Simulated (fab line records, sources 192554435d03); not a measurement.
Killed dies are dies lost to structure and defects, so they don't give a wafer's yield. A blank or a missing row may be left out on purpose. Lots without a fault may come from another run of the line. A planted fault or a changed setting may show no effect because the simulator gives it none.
One fault seen from 2 desks | flow n5_finfet | each desk has only its own numbers; what lay behind them comes last

THE DEFECT DESK
What the inspections along the route counted, lot by lot: means of the sampled wafers that have a number. A lot is out of limits, marked OUT, if its mean lies more than 4 standard deviations from the usual mean; the brackets give that distance.
Columns: A = raw_defect_count at N5_BEOL_M8_INSPECT_58, usual 60
lot  | first seen here | A
L418 | day 12 08:09    | 54
L419 | day 12 15:14    | 53
L421 | day 12 20:49    | 65
L422 | day 13 09:32    | 49
L433 | day 16 21:30    | 66
L434 | day 16 22:22    | 66
L432 | day 16 22:34    | 53
L436 | day 17 02:44    | 43
L438 | day 17 07:39    | 62
L437 | day 17 22:11    | 82
L439 | day 18 06:07    | 37
This desk's finding: nothing out of limits on any of the 11 lots.

THE TOOL OWNER'S DESK: cvd_co-01
The tool's own readings at N5_BEOL_M8_CVD_78 (deposits Co from CCTBA/H2, target thk 2 nm, time 142.3 s): means of the sampled wafers that have a number, for each lot that ran on this tool. A lot is out of limits, marked OUT, if its mean lies more than 4 standard deviations from the usual mean; the brackets give that distance.
Columns: A = run_length_s at N5_BEOL_M8_CVD_78, usual 165.4 s
lot  | first seen here | A
L419 | day 12 12:46    | 165.2
L421 | day 12 19:32    | 215.0 (+92) OUT
L422 | day 13 07:48    | 189.8 (+45) OUT
L433 | day 16 20:16    | 165.6
L432 | day 16 20:49    | 165.5
L436 | day 17 01:39    | 165.8
L438 | day 17 06:26    | 165.5
L437 | day 17 21:03    | 165.1
This desk's finding: out of limits on L421, L422; first on L421, day 12 19:32 (run_length_s at N5_BEOL_M8_CVD_78). In limits: L419, L433, L432, L436, L438, L437.

PUT TOGETHER
The tool owner's desk could have raised an alarm at day 12 19:32, on L421, L422.
The defect desk saw nothing out of limits.
The defect desk has L421, L422 on record, within its limits.
Of the lots named, all ran N5_BEOL_M8_CVD_78 on cvd_co-01.

WHAT THE SIMULATOR HAD PUT IN
Process parameter drift: cvd_co-01, from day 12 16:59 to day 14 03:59, at N5_BEOL_M8_CVD_78. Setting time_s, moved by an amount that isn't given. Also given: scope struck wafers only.
Lots struck among those shown: L421, L422.
Hours from the fault's start to each desk's first reading out of limits: the tool owner's desk, 3.
